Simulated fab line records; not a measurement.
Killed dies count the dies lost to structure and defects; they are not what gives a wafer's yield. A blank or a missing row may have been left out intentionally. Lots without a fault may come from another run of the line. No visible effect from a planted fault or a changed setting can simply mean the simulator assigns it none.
Lot-split experiment / flow n5_finfet / route with 1938 steps; 7 lots, 21 wafers read

== THE SPLIT ==
At N5_BEOL_M7_ETCH_61 (etches SiARC in CF4, target depth 45.5 nm, time 75.8 s), the setting source_w was moved away from the recipe's 545 W on 7 of the 21 wafers read, by -9.8% to +14.1%. The other wafers ran this setting at the recipe's value.

The reading is taken at the split's own step.

== THE READING ==
rf_vpp_V, in V, at N5_BEOL_M7_ETCH_61 (etches SiARC in CF4, target depth 45.5 nm, time 75.8 s). A value of 184.5 V with a standard deviation of 1.3 V is what fault-free wafers of this fab line usually give.

wafer=L074.2; tool, chamber at the split=rie_diel-02, 2; source_w as run, W=545; against the recipe=recipe; rf_vpp_V, V=182.6; against lot-mates on the recipe=-
wafer=L074.3; tool, chamber at the split=rie_diel-02, 0; source_w as run, W=622.1; against the recipe=+14.1%; rf_vpp_V, V=176.7; against lot-mates on the recipe=-7.3
wafer=L074.5; tool, chamber at the split=rie_diel-02, 3; source_w as run, W=545; against the recipe=recipe; rf_vpp_V, V=185.4; against lot-mates on the recipe=-
wafer=L076.1; tool, chamber at the split=rie_diel-01, 1; source_w as run, W=545; against the recipe=recipe; rf_vpp_V, V=184.9; against lot-mates on the recipe=-
wafer=L076.4; tool, chamber at the split=rie_diel-01, 2; source_w as run, W=492.6; against the recipe=-9.6%; rf_vpp_V, V=193.8; against lot-mates on the recipe=+8.9
wafer=L076.6; tool, chamber at the split=rie_diel-01, 2; source_w as run, W=492.6; against the recipe=-9.6%; rf_vpp_V, V=191.8; against lot-mates on the recipe=+6.9
wafer=L077.1; tool, chamber at the split=rie_diel-01, 1; source_w as run, W=491.6; against the recipe=-9.8%; rf_vpp_V, V=192.6; against lot-mates on the recipe=+8.6
wafer=L077.3; tool, chamber at the split=rie_diel-01, 3; source_w as run, W=545; against the recipe=recipe; rf_vpp_V, V=184.0; against lot-mates on the recipe=-
wafer=L077.5; tool, chamber at the split=rie_diel-01, 2; source_w as run, W=491.6; against the recipe=-9.8%; rf_vpp_V, V=193.3; against lot-mates on the recipe=+9.3
wafer=L082.2; tool, chamber at the split=rie_diel-01, 2; source_w as run, W=545; against the recipe=recipe; rf_vpp_V, V=186.4; against lot-mates on the recipe=-
wafer=L082.3; tool, chamber at the split=rie_diel-01, 1; source_w as run, W=545; against the recipe=recipe; rf_vpp_V, V=185.6; against lot-mates on the recipe=-
wafer=L082.6; tool, chamber at the split=rie_diel-01, 0; source_w as run, W=545; against the recipe=recipe; rf_vpp_V, V=185.7; against lot-mates on the recipe=-
wafer=L086.1; tool, chamber at the split=rie_diel-02, 0; source_w as run, W=545; against the recipe=recipe; rf_vpp_V, V=183.8; against lot-mates on the recipe=-
wafer=L086.2; tool, chamber at the split=rie_diel-02, 1; source_w as run, W=512; against the recipe=-6.1%; rf_vpp_V, V=188.4; against lot-mates on the recipe=+4.6
wafer=L086.5; tool, chamber at the split=rie_diel-02, 2; source_w as run, W=512; against the recipe=-6.1%; rf_vpp_V, V=185.1; against lot-mates on the recipe=+1.3
wafer=L091.1; tool, chamber at the split=rie_diel-01, 1; source_w as run, W=545; against the recipe=recipe; rf_vpp_V, V=184.8; against lot-mates on the recipe=-
wafer=L091.2; tool, chamber at the split=rie_diel-01, 2; source_w as run, W=545; against the recipe=recipe; rf_vpp_V, V=186.3; against lot-mates on the recipe=-
wafer=L091.6; tool, chamber at the split=rie_diel-01, 2; source_w as run, W=545; against the recipe=recipe; rf_vpp_V, V=185.4; against lot-mates on the recipe=-
wafer=L097.1; tool, chamber at the split=rie_diel-01, 0; source_w as run, W=545; against the recipe=recipe; rf_vpp_V, V=184.2; against lot-mates on the recipe=-
wafer=L097.4; tool, chamber at the split=rie_diel-01, 1; source_w as run, W=545; against the recipe=recipe; rf_vpp_V, V=184.4; against lot-mates on the recipe=-
wafer=L097.5; tool, chamber at the split=rie_diel-01, 0; source_w as run, W=545; against the recipe=recipe; rf_vpp_V, V=184.7; against lot-mates on the recipe=-

THE FIT
A straight line over all 21 wafers: rf_vpp_V changes by -0.684 V for each +1% of source_w; r = -0.93; the points scatter about the line by 1.5 V.
The same after taking each lot's own level away (the mean of its wafers on the recipe; 21 wafers): -0.699 V for each +1%; r = -0.95; scatter 1.3 V.
The reading moves by 9.9 V for the largest change in source_w, on that fit.
The lots' own levels span 183.80 to 185.90 V, that is 1.6 times the standard deviation above.
The two slopes are in agreement: the lot-to-lot level therefore moves the slope only a little.
Check: for one of the wafers moved furthest among these (+14.1%), held out of the fit, the line's prediction against its lot-mates is -11.7 V. It came out at -7.3 V against them.
Tool readings at the split's step, against how far the setting was moved: rf_vpp_V r = -0.93.

== OTHER SPLITS APPLIED TO THESE WAFERS ==
Other splits were also applied to these wafers ahead of the reading. Each is held against what the fit with the lots' levels taken away leaves over:
other split on the same wafers=N5_BEOL_M5_ETCH_68 bias_w; wafers away from the commonest value=5; r with rf_vpp_V (lot level and that fit taken away)=-0.17
other split on the same wafers=N5_BEOL_M5_VIA_ETCH_34 bias_w; wafers away from the commonest value=7; r with rf_vpp_V (lot level and that fit taken away)=-0.33
other split on the same wafers=N5_BEOL_M7_COAT_60 spin_rpm; wafers away from the commonest value=7; r with rf_vpp_V (lot level and that fit taken away)=-0.08

== THE FILE'S OWN FIT ==
rf_vpp_V changes by -0.671 V for each +1% of source_w, r = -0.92.
